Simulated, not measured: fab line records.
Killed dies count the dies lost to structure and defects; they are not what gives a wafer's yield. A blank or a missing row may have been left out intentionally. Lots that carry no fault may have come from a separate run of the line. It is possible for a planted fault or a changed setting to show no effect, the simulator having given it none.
Code-filled problem report in 8D (eight disciplines) form	flow n5_finfet	the parts of the form that need people (team, actions taken, sign-off) are left out

## 1. THE PROBLEM
spin_speed_rpm at N5_HKMG_FIN_COAT_85 reads a mean of 1680.1 rpm on 6 wafers of 2 lots; wafers without a fault read 1499.9 rpm with a standard deviation of 1. That is +99 or more standard deviations from the usual mean.
The step: time 60 s, resist thk 300 nm.
Seen first at day 6 12:02 on litho_track-02, wafer L778.2. Wafers with a number at this step in the record: 18, from 6 lots. The rule behind "out" and "out of limits": a value lying over 4 standard deviations away from the usual mean. The other wafers with a number count as sound.

## 2. WHAT IT IS, AND WHAT IT ISN'T
question	is	is not
which readings at this step	spin_speed_rpm	-
which lots	L778, L782	L772, L773, L789, L790
which wafers of those lots	all that have a number	-
read on which tools	litho_track-02	litho_track-03, litho_track-04
when	from day 6 12:02	up to then (6 sound wafers); but 6 sound wafers of L789, L790 came after

## 3. SUSPECTS, AND WHAT RULES EACH OUT
Counting: a tool stays on the suspect list if, at a process step up to the reading, it processed all lots that are out and no sound lot following the first of them.
- ald_metal-03 at N5_HKMG_FIN_ALD_91 (deposits TiN, target thk 1 nm, pulse time 1 s, purge time 3 s): kept. It ran every lot that is out, first L778 (day 6 11:46), and no sound lot after that.
- litho_track-02 at N5_HKMG_FIN_COAT_85 (time 60 s, resist thk 300 nm): kept. All lots that are out passed through it, beginning with L778 at day 6 12:02, and no sound lot followed; its final sound lot before that point was L772 at day 4 16:00. Out on those wafers are its own readings of spin_speed_rpm.
After counting, ald_metal-03 at N5_HKMG_FIN_ALD_91 and litho_track-02 at N5_HKMG_FIN_COAT_85 remain.

## 4. THE CAUSE (what the simulator had put in)
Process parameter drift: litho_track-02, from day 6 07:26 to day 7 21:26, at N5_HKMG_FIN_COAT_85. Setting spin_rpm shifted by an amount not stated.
Counting leaves 2 suspects; this tool is one of them.

## 5. THE EFFECT CHAIN, in route order
One row per reading whose mean, taken over the struck wafers that have a number, lies over 3 standard deviations from the usual. Readings are gone through only where the record gives a usual standard deviation; hours: the median, over the lots, of the time from a lot's start at the first step in this table giving one to that lot's start at this step; sigmas: the change measured in usual standard deviations.
hours	step	reading	usual	on struck wafers	change	sigmas
0	N5_HKMG_FIN_COAT_85	spin_speed_rpm	1499.9 rpm	1680.1	+180.2	+99 or more
Here are the process steps it includes:
- N5_HKMG_FIN_COAT_85: time 60 s, resist thk 300 nm.
Later steps that measure or inspect, where all struck wafers having a row at the step show a number for every such reading and not one has moved that far: N5_BEOL_M4_RC_MEAS_101.

## 6. WHAT WOULD HAVE CAUGHT IT SOONER
In this record the first reading out of limits was taken at day 6 12:02, 5 hours after the fault began at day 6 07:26.
